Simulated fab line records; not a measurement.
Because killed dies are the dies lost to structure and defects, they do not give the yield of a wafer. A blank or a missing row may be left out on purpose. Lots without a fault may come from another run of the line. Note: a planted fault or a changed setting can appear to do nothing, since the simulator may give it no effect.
fab line records / flow n5_finfet / part 2 of 2: steps 24 to 32 of 32
[record] lots = 5 wafers = 15 last_day = 16
route steps=1938 shown BEOL_M13@1679
lots that met no fault: from a run of the same line without faults
start_h: the number of hours between the record's first day and the start of the first shown wafer of the lot / wait_h: how many hours have passed since the lot's step before this one / " as in the row above / L1.1+2: a row that stands for several wafers / - no value, or no start given / * or withheld: withheld / < > ~ a bound
route shown NAME@n: names a module that has steps shown in the file, with the first one's number in the route / usual: the fault-free wafers' mean and standard deviation / same: alike in all rows / chamber/n: place in a boat / sites: readings site by site / _std_site: standard deviation of those values / _edge_site: inner sites' mean taken away from outer sites' mean / radius_mm: for every site, how far away it sits from the centre of the wafer / mask NAME#n: copy n / behind: the last tool/chamber to shape the wafer / hold: why the lot was held/for how many hours/how that ended / device: whichever transistor did not switch (one of n, p or np) / end of line: the route-end tests of the same wafers / for a step that has no rows: nothing shown but its recipe / killed: the dies lost at the first sort to structure and to defects; this is not the yield of the wafer / map: a wafer's dies, x killed, . not, _ none there
set.NAME: the setting the step ran with; set.NAME@STEP: the setting that earlier step ran with / model.NAME: the simulator's own value behind a step, which no gauge read
lots at some steps of the route; a table a step, a row a wafer
services: the hour from which a tool's chamber was out of use, counted from the record's first day as start_h (under 0 if before that day), plus the number of hours and why
[[steps]]
[step N5_BEOL_M13_SRD_40]
[recipe] time_s = 30 temp_c = 23 rinse_liquid = diw dry = n2_spin spin_rpm = 1500 dry_time_s = 30
lot.wafer=L081.1+4+6 tool=wet_bench-05 chamber=1,4,6 start_h=293.81 wait_h=0.0
lot.wafer=L084.2+3+5 tool=wet_bench-01 chamber=0,2,3 start_h=319.52 wait_h=0.0
lot.wafer=L086.4+5+6 tool=wet_bench-05 chamber=4,3,1 start_h=334.16 wait_h=0.0
lot.wafer=L088.2+4+6 tool=wet_bench-05 chamber=4,1,0 start_h=345.62 wait_h=0.0
lot.wafer=L085.2+3+5 tool=wet_bench-05 chamber=5,4,0 start_h=346.67 wait_h=0.0
[step N5_BEOL_M13_DEGAS_41]
[recipe] ambient = vacuum temp_c = 250 time_s = 60
[usual] heater_power_w = 333/36
lot.wafer=L081.1 tool=pvd_sputter-03 chamber=- start_h=293.85 wait_h=0.0 heater_power_w=309
lot.wafer=L081.4 tool=pvd_sputter-03 chamber=- start_h=293.85 wait_h=0.0 heater_power_w=333
lot.wafer=L081.6 tool=pvd_sputter-03 chamber=- start_h=293.85 wait_h=0.0 heater_power_w=335
lot.wafer=L084.2 tool=pvd_sputter-02 chamber=- start_h=319.84 wait_h=0.3 heater_power_w=286
lot.wafer=L084.3 tool=pvd_sputter-02 chamber=- start_h=319.84 wait_h=0.3 heater_power_w=364
lot.wafer=L084.5 tool=pvd_sputter-02 chamber=- start_h=319.84 wait_h=0.3 heater_power_w=291
lot.wafer=L086.4 tool=pvd_sputter-01 chamber=- start_h=334.20 wait_h=0.0 heater_power_w=321
lot.wafer=L086.5 tool=pvd_sputter-01 chamber=- start_h=334.20 wait_h=0.0 heater_power_w=308
lot.wafer=L086.6 tool=pvd_sputter-01 chamber=- start_h=334.20 wait_h=0.0 heater_power_w=414
lot.wafer=L088.2 tool=pvd_sputter-03 chamber=- start_h=346.37 wait_h=0.7 heater_power_w=324
lot.wafer=L088.4 tool=pvd_sputter-03 chamber=- start_h=346.37 wait_h=0.7 heater_power_w=331
lot.wafer=L088.6 tool=pvd_sputter-03 chamber=- start_h=346.37 wait_h=0.7 heater_power_w=323
lot.wafer=L085.2 tool=pvd_sputter-03 chamber=- start_h=347.46 wait_h=0.8 heater_power_w=333
lot.wafer=L085.3 tool=pvd_sputter-03 chamber=- start_h=347.46 wait_h=0.8 heater_power_w=311
lot.wafer=L085.5 tool=pvd_sputter-03 chamber=- start_h=347.46 wait_h=0.8 heater_power_w=319
[step N5_BEOL_M13_PRE_CLEAN_42]
[recipe] gas = H2/He time_s = 30 temp_c = 250
[usual] heater_power_w = 334/35
lot.wafer=L081.1 tool=pvd_sputter-03 chamber=- start_h=293.89 wait_h=0.0 heater_power_w=317
lot.wafer=L081.4 tool=pvd_sputter-03 chamber=- start_h=293.89 wait_h=0.0 heater_power_w=333
lot.wafer=L081.6 tool=pvd_sputter-03 chamber=- start_h=293.89 wait_h=0.0 heater_power_w=340
lot.wafer=L084.2 tool=pvd_sputter-02 chamber=- start_h=319.88 wait_h=0.0 heater_power_w=294
lot.wafer=L084.3 tool=pvd_sputter-02 chamber=- start_h=319.88 wait_h=0.0 heater_power_w=371
lot.wafer=L084.5 tool=pvd_sputter-02 chamber=- start_h=319.88 wait_h=0.0 heater_power_w=288
lot.wafer=L086.4 tool=pvd_sputter-01 chamber=- start_h=334.24 wait_h=0.0 heater_power_w=329
lot.wafer=L086.5 tool=pvd_sputter-01 chamber=- start_h=334.24 wait_h=0.0 heater_power_w=302
lot.wafer=L086.6 tool=pvd_sputter-01 chamber=- start_h=334.24 wait_h=0.0 heater_power_w=427
lot.wafer=L088.2 tool=pvd_sputter-03 chamber=- start_h=346.42 wait_h=0.0 heater_power_w=319
lot.wafer=L088.4 tool=pvd_sputter-03 chamber=- start_h=346.42 wait_h=0.0 heater_power_w=337
lot.wafer=L088.6 tool=pvd_sputter-03 chamber=- start_h=346.42 wait_h=0.0 heater_power_w=320
lot.wafer=L085.2 tool=pvd_sputter-03 chamber=- start_h=347.50 wait_h=0.0 heater_power_w=308
lot.wafer=L085.3 tool=pvd_sputter-03 chamber=- start_h=347.50 wait_h=0.0 heater_power_w=320
lot.wafer=L085.5 tool=pvd_sputter-03 chamber=- start_h=347.50 wait_h=0.0 heater_power_w=321
[step N5_BEOL_M13_SPUTTER_43]
[recipe] material = TaN target_thk_a = 150 temp_c = 50 bias_v = 168.6 power_w = 15000 chamber_pressure_pa = 0.12 time_s = 24.19
[usual] throttle_valve_pct = 30.1/0.66
lot.wafer=L081.1 tool=pvd_sputter-03 chamber=- start_h=293.93 wait_h=0.0 throttle_valve_pct=29.8
lot.wafer=L081.4 tool=pvd_sputter-03 chamber=- start_h=293.93 wait_h=0.0 throttle_valve_pct=29.3
lot.wafer=L081.6 tool=pvd_sputter-03 chamber=- start_h=293.93 wait_h=0.0 throttle_valve_pct=29.2
lot.wafer=L084.2 tool=pvd_sputter-02 chamber=- start_h=319.92 wait_h=0.0 throttle_valve_pct=30.1
lot.wafer=L084.3 tool=pvd_sputter-02 chamber=- start_h=319.92 wait_h=0.0 throttle_valve_pct=29.7
lot.wafer=L084.5 tool=pvd_sputter-02 chamber=- start_h=319.92 wait_h=0.0 throttle_valve_pct=30.1
lot.wafer=L086.4 tool=pvd_sputter-01 chamber=- start_h=334.28 wait_h=0.0 throttle_valve_pct=31.2
lot.wafer=L086.5 tool=pvd_sputter-01 chamber=- start_h=334.28 wait_h=0.0 throttle_valve_pct=29.5
lot.wafer=L086.6 tool=pvd_sputter-01 chamber=- start_h=334.28 wait_h=0.0 throttle_valve_pct=30.1
lot.wafer=L088.2 tool=pvd_sputter-03 chamber=- start_h=346.46 wait_h=0.0 throttle_valve_pct=29.9
lot.wafer=L088.4 tool=pvd_sputter-03 chamber=- start_h=346.46 wait_h=0.0 throttle_valve_pct=29.2
lot.wafer=L088.6 tool=pvd_sputter-03 chamber=- start_h=346.46 wait_h=0.0 throttle_valve_pct=30.0
lot.wafer=L085.2 tool=pvd_sputter-03 chamber=- start_h=347.54 wait_h=0.0 throttle_valve_pct=29.8
lot.wafer=L085.3 tool=pvd_sputter-03 chamber=- start_h=347.54 wait_h=0.0 throttle_valve_pct=29.7
lot.wafer=L085.5 tool=pvd_sputter-03 chamber=- start_h=347.54 wait_h=0.0 throttle_valve_pct=29.8
[step N5_BEOL_M13_SPUTTER_44]
[recipe] material = Ta target_thk_a = 100 temp_c = 50 bias_v = 80 power_w = 15000 chamber_pressure_pa = 0.07 time_s = 16.13
[usual] throttle_valve_pct = 30.1/0.66
lot.wafer=L081.1 tool=pvd_sputter-03 chamber=- start_h=294.01 wait_h=0.0 throttle_valve_pct=30.0
lot.wafer=L081.4 tool=pvd_sputter-03 chamber=- start_h=294.01 wait_h=0.0 throttle_valve_pct=29.4
lot.wafer=L081.6 tool=pvd_sputter-03 chamber=- start_h=294.01 wait_h=0.0 throttle_valve_pct=29.4
lot.wafer=L084.2 tool=pvd_sputter-02 chamber=- start_h=320.00 wait_h=0.0 throttle_valve_pct=30.2
lot.wafer=L084.3 tool=pvd_sputter-02 chamber=- start_h=320.00 wait_h=0.0 throttle_valve_pct=29.7
lot.wafer=L084.5 tool=pvd_sputter-02 chamber=- start_h=320.00 wait_h=0.0 throttle_valve_pct=29.9
lot.wafer=L086.4 tool=pvd_sputter-01 chamber=- start_h=334.36 wait_h=0.0 throttle_valve_pct=31.1
lot.wafer=L086.5 tool=pvd_sputter-01 chamber=- start_h=334.36 wait_h=0.0 throttle_valve_pct=29.1
lot.wafer=L086.6 tool=pvd_sputter-01 chamber=- start_h=334.36 wait_h=0.0 throttle_valve_pct=30.3
lot.wafer=L088.2 tool=pvd_sputter-03 chamber=- start_h=346.55 wait_h=0.0 throttle_valve_pct=29.9
lot.wafer=L088.4 tool=pvd_sputter-03 chamber=- start_h=346.55 wait_h=0.0 throttle_valve_pct=29.4
lot.wafer=L088.6 tool=pvd_sputter-03 chamber=- start_h=346.55 wait_h=0.0 throttle_valve_pct=29.8
lot.wafer=L085.2 tool=pvd_sputter-03 chamber=- start_h=347.63 wait_h=0.0 throttle_valve_pct=29.7
lot.wafer=L085.3 tool=pvd_sputter-03 chamber=- start_h=347.63 wait_h=0.0 throttle_valve_pct=29.7
lot.wafer=L085.5 tool=pvd_sputter-03 chamber=- start_h=347.63 wait_h=0.0 throttle_valve_pct=29.7
[step N5_BEOL_M13_SPUTTER_45]
[recipe] material = Cu target_thk_a = 800 temp_c = -20 bias_v = 60 power_w = 26000 chamber_pressure_pa = 0.13 time_s = 13.33
[usual] throttle_valve_pct = 30.1/0.65
lot.wafer=L081.1 tool=pvd_sputter-03 chamber=- start_h=294.09 wait_h=0.0 throttle_valve_pct=30.1
lot.wafer=L081.4 tool=pvd_sputter-03 chamber=- start_h=294.09 wait_h=0.0 throttle_valve_pct=29.1
lot.wafer=L081.6 tool=pvd_sputter-03 chamber=- start_h=294.09 wait_h=0.0 throttle_valve_pct=29.3
lot.wafer=L084.2 tool=pvd_sputter-02 chamber=- start_h=320.08 wait_h=0.0 throttle_valve_pct=30.1
lot.wafer=L084.3 tool=pvd_sputter-02 chamber=- start_h=320.08 wait_h=0.0 throttle_valve_pct=29.6
lot.wafer=L084.5 tool=pvd_sputter-02 chamber=- start_h=320.08 wait_h=0.0 throttle_valve_pct=30.0
lot.wafer=L086.4 tool=pvd_sputter-01 chamber=- start_h=334.44 wait_h=0.0 throttle_valve_pct=31.0
lot.wafer=L086.5 tool=pvd_sputter-01 chamber=- start_h=334.44 wait_h=0.0 throttle_valve_pct=29.0
lot.wafer=L086.6 tool=pvd_sputter-01 chamber=- start_h=334.44 wait_h=0.0 throttle_valve_pct=30.2
lot.wafer=L088.2 tool=pvd_sputter-03 chamber=- start_h=346.63 wait_h=0.0 throttle_valve_pct=29.7
lot.wafer=L088.4 tool=pvd_sputter-03 chamber=- start_h=346.63 wait_h=0.0 throttle_valve_pct=29.6
lot.wafer=L088.6 tool=pvd_sputter-03 chamber=- start_h=346.63 wait_h=0.0 throttle_valve_pct=29.7
lot.wafer=L085.2 tool=pvd_sputter-03 chamber=- start_h=347.72 wait_h=0.0 throttle_valve_pct=29.9
lot.wafer=L085.3 tool=pvd_sputter-03 chamber=- start_h=347.72 wait_h=0.0 throttle_valve_pct=29.9
lot.wafer=L085.5 tool=pvd_sputter-03 chamber=- start_h=347.72 wait_h=0.0 throttle_valve_pct=29.9
[step N5_BEOL_M13_ECD_47]
[recipe] material = Cu target_thk_a = 9360
lot.wafer=L081.1+4+6 tool=ecd_cu-02 chamber=1,0,1 start_h=294.21 wait_h=0.1
lot.wafer=L084.2+3+5 tool=ecd_cu-02 chamber=1,0,0 start_h=320.20 wait_h=0.1
lot.wafer=L086.4+5+6 tool=ecd_cu-01 chamber=0,1,0 start_h=334.61 wait_h=0.1
lot.wafer=L088.2+4+6 tool=ecd_cu-01 chamber=0 start_h=346.76 wait_h=0.1
lot.wafer=L085.2+3+5 tool=ecd_cu-01 chamber=1 start_h=347.84 wait_h=0.1
[step N5_BEOL_M13_ANNEAL_48]
[recipe] temp_c = 225 time_s = 90 ambient = N2
[usual] wafer_temp_C_max = 226.3/0.55
lot.wafer=L081.1 tool=rtp_anneal-01 chamber=0 start_h=294.72 wait_h=0.5 wafer_temp_C_max=225.6
lot.wafer=L081.4 tool=rtp_anneal-01 chamber=0 start_h=294.72 wait_h=0.5 wafer_temp_C_max=225.9
lot.wafer=L081.6 tool=rtp_anneal-01 chamber=0 start_h=294.72 wait_h=0.5 wafer_temp_C_max=225.6
lot.wafer=L084.2 tool=rtp_anneal-02 chamber=0 start_h=321.05 wait_h=0.8 wafer_temp_C_max=226.2
lot.wafer=L084.3 tool=rtp_anneal-02 chamber=0 start_h=321.05 wait_h=0.8 wafer_temp_C_max=226.8
lot.wafer=L084.5 tool=rtp_anneal-02 chamber=0 start_h=321.05 wait_h=0.8 wafer_temp_C_max=226.6
lot.wafer=L086.4 tool=rtp_anneal-02 chamber=0 start_h=334.89 wait_h=0.2 wafer_temp_C_max=226.2
lot.wafer=L086.5 tool=rtp_anneal-02 chamber=0 start_h=334.89 wait_h=0.2 wafer_temp_C_max=226.3
lot.wafer=L086.6 tool=rtp_anneal-02 chamber=0 start_h=334.89 wait_h=0.2 wafer_temp_C_max=226.9
lot.wafer=L088.2 tool=rtp_anneal-02 chamber=0 start_h=346.96 wait_h=0.2 wafer_temp_C_max=226.9
lot.wafer=L088.4 tool=rtp_anneal-02 chamber=0 start_h=346.96 wait_h=0.2 wafer_temp_C_max=227.2
lot.wafer=L088.6 tool=rtp_anneal-02 chamber=0 start_h=346.96 wait_h=0.2 wafer_temp_C_max=227.1
lot.wafer=L085.2 tool=rtp_anneal-02 chamber=0 start_h=348.45 wait_h=0.6 wafer_temp_C_max=226.7
lot.wafer=L085.3 tool=rtp_anneal-02 chamber=0 start_h=348.45 wait_h=0.6 wafer_temp_C_max=227.4
lot.wafer=L085.5 tool=rtp_anneal-02 chamber=0 start_h=348.45 wait_h=0.6 wafer_temp_C_max=227.3
[step N5_BEOL_M13_CMP_49]
[recipe] stop_on = SiOC t_overpolish_s = 17.1 down_force_psi = 1 platen_rpm = 50 clearing_platen_down_force_psi = 1.5 clearing_platen_rpm = 50 post_cmp_clean = cu_alkaline target_thk_nm = 420 clearing_platen_pad_velocity_m_s = 0.99484 pad_velocity_m_s = 0.99484
[usual] barrier_field_endpoint_s = 30.1/0.83 clearing_platen_down_force_psi = 1.500/0.0031 head_pressure_psi = 0.9999/0.0022 motor_current_A = 5.9/0.54 overpolish_run_s = 17.100/0.0096 platen_rpm = 50.00/0.037 slurry_filter_dp_kPa = 13.51/0.14
lot.wafer=L081.1 tool=cmp-01 chamber=2 start_h=295.06 wait_h=0.3 barrier_field_endpoint_s=30.2 clearing_platen_down_force_psi=1.500 head_pressure_psi=1.0006 motor_current_A=6.7 overpolish_run_s=17.108 platen_rpm=50.01 slurry_filter_dp_kPa=13.37
lot.wafer=L081.4 tool=cmp-01 chamber=3 start_h=295.06 wait_h=0.3 barrier_field_endpoint_s=29.1 clearing_platen_down_force_psi=1.497 head_pressure_psi=1.0001 motor_current_A=6.0 overpolish_run_s=17.099 platen_rpm=49.98 slurry_filter_dp_kPa=13.45
lot.wafer=L081.6 tool=cmp-01 chamber=2 start_h=295.06 wait_h=0.3 barrier_field_endpoint_s=29.3 clearing_platen_down_force_psi=1.496 head_pressure_psi=1.0015 motor_current_A=6.3 overpolish_run_s=17.113 platen_rpm=50.04 slurry_filter_dp_kPa=13.55
lot.wafer=L084.3 tool=cmp-02 chamber=1 start_h=321.38 wait_h=0.2 barrier_field_endpoint_s=28.9 clearing_platen_down_force_psi=1.493 head_pressure_psi=0.9971 motor_current_A=5.6 overpolish_run_s=17.105 platen_rpm=49.98 slurry_filter_dp_kPa=13.31
lot.wafer=L084.2 tool=cmp-02 chamber=2 start_h=321.38 wait_h=0.2 barrier_field_endpoint_s=30.5 clearing_platen_down_force_psi=1.501 head_pressure_psi=0.9972 motor_current_A=4.7 overpolish_run_s=17.110 platen_rpm=49.95 slurry_filter_dp_kPa=13.41
lot.wafer=L084.5 tool=cmp-02 chamber=3 start_h=321.38 wait_h=0.2 barrier_field_endpoint_s=28.9 clearing_platen_down_force_psi=1.498 head_pressure_psi=1.0034 motor_current_A=5.8 overpolish_run_s=17.096 platen_rpm=49.96 slurry_filter_dp_kPa=13.40
lot.wafer=L086.4 tool=cmp-02 chamber=3 start_h=335.13 wait_h=0.2 barrier_field_endpoint_s=29.6 clearing_platen_down_force_psi=1.499 head_pressure_psi=0.9999 motor_current_A=5.9 overpolish_run_s=17.121 platen_rpm=50.00 slurry_filter_dp_kPa=13.44
lot.wafer=L086.5 tool=cmp-02 chamber=1 start_h=335.13 wait_h=0.2 barrier_field_endpoint_s=30.3 clearing_platen_down_force_psi=1.501 head_pressure_psi=0.9975 motor_current_A=5.6 overpolish_run_s=17.098 platen_rpm=50.01 slurry_filter_dp_kPa=13.43
lot.wafer=L086.6 tool=cmp-02 chamber=2 start_h=335.13 wait_h=0.2 barrier_field_endpoint_s=32.8 clearing_platen_down_force_psi=1.499 head_pressure_psi=0.9997 motor_current_A=4.8 overpolish_run_s=17.100 platen_rpm=49.95 slurry_filter_dp_kPa=13.56
lot.wafer=L088.2 tool=cmp-02 chamber=3 start_h=347.25 wait_h=0.2 barrier_field_endpoint_s=30.0 clearing_platen_down_force_psi=1.501 head_pressure_psi=0.9967 motor_current_A=5.7 overpolish_run_s=17.089 platen_rpm=50.02 slurry_filter_dp_kPa=13.43
lot.wafer=L088.4 tool=cmp-02 chamber=0 start_h=347.25 wait_h=0.2 barrier_field_endpoint_s=30.0 clearing_platen_down_force_psi=1.501 head_pressure_psi=1.0015 motor_current_A=6.0 overpolish_run_s=17.101 platen_rpm=49.98 slurry_filter_dp_kPa=13.24
lot.wafer=L088.6 tool=cmp-02 chamber=2 start_h=347.25 wait_h=0.2 barrier_field_endpoint_s=31.3 clearing_platen_down_force_psi=1.500 head_pressure_psi=1.0003 motor_current_A=4.6 overpolish_run_s=17.108 platen_rpm=50.05 slurry_filter_dp_kPa=13.48
lot.wafer=L085.3 tool=cmp-01 chamber=1 start_h=348.74 wait_h=0.2 barrier_field_endpoint_s=30.3 clearing_platen_down_force_psi=1.497 head_pressure_psi=1.0033 motor_current_A=5.8 overpolish_run_s=17.094 platen_rpm=50.00 slurry_filter_dp_kPa=13.67
lot.wafer=L085.2 tool=cmp-01 chamber=2 start_h=348.74 wait_h=0.2 barrier_field_endpoint_s=30.3 clearing_platen_down_force_psi=1.504 head_pressure_psi=0.9981 motor_current_A=6.1 overpolish_run_s=17.101 platen_rpm=49.96 slurry_filter_dp_kPa=13.61
lot.wafer=L085.5 tool=cmp-01 chamber=0 start_h=348.74 wait_h=0.2 barrier_field_endpoint_s=30.8 clearing_platen_down_force_psi=1.503 head_pressure_psi=0.9954 motor_current_A=6.6 overpolish_run_s=17.101 platen_rpm=49.99 slurry_filter_dp_kPa=13.67
[[services]]
tool=cmp-02 chamber=- start_h=273.64 hours=5.6 kind=pm
tool=rie_diel-03 chamber=- start_h=274.37 hours=14.6 kind=pm
tool=krf_scanner-02 chamber=0 start_h=274.54 hours=- kind=calibration
tool=krf_scanner-01 chamber=- start_h=275.03 hours=0.8 kind=pm
tool=plasma_asher-02 chamber=- start_h=275.59 hours=14.6 kind=pm
tool=krf_scanner-02 chamber=- start_h=279.33 hours=0.8 kind=pm
tool=litho_track-01 chamber=- start_h=282.45 hours=- kind=consumable_replace:filter
tool=cmp-01 chamber=- start_h=289.56 hours=1.3 kind=repair
tool=rie_diel-04 chamber=2 start_h=292.60 hours=- kind=clean
tool=rie_diel-04 chamber=2 start_h=292.60 hours=- kind=consumable_replace:focus_ring
tool=rie_diel-04 chamber=2 start_h=292.60 hours=- kind=consumable_replace:showerhead
tool=rie_diel-04 chamber=2 start_h=292.60 hours=22.2 kind=scheduled_down
tool=rie_diel-04 chamber=2 start_h=292.60 hours=22.2 kind=vent_cycle
tool=cmp-02 chamber=- start_h=297.00 hours=8.2 kind=pm
tool=wet_bench-05 chamber=- start_h=302.14 hours=1.5 kind=repair
tool=rie_diel-03 chamber=- start_h=302.43 hours=0.1 kind=repair
tool=rie_diel-04 chamber=- start_h=305.71 hours=4.3 kind=pm
tool=rie_diel-01 chamber=- start_h=311.69 hours=0.4 kind=repair
tool=ecd_cu-01 chamber=- start_h=320.08 hours=0.7 kind=repair
tool=rtp_anneal-02 chamber=- start_h=323.08 hours=4.7 kind=pm
tool=krf_scanner-01 chamber=- start_h=326.26 hours=1.0 kind=pm
tool=ecd_cu-01 chamber=- start_h=331.39 hours=2.3 kind=repair
tool=plasma_asher-01 chamber=- start_h=333.22 hours=1.4 kind=repair
tool=krf_scanner-01 chamber=- start_h=347.07 hours=0.5 kind=repair
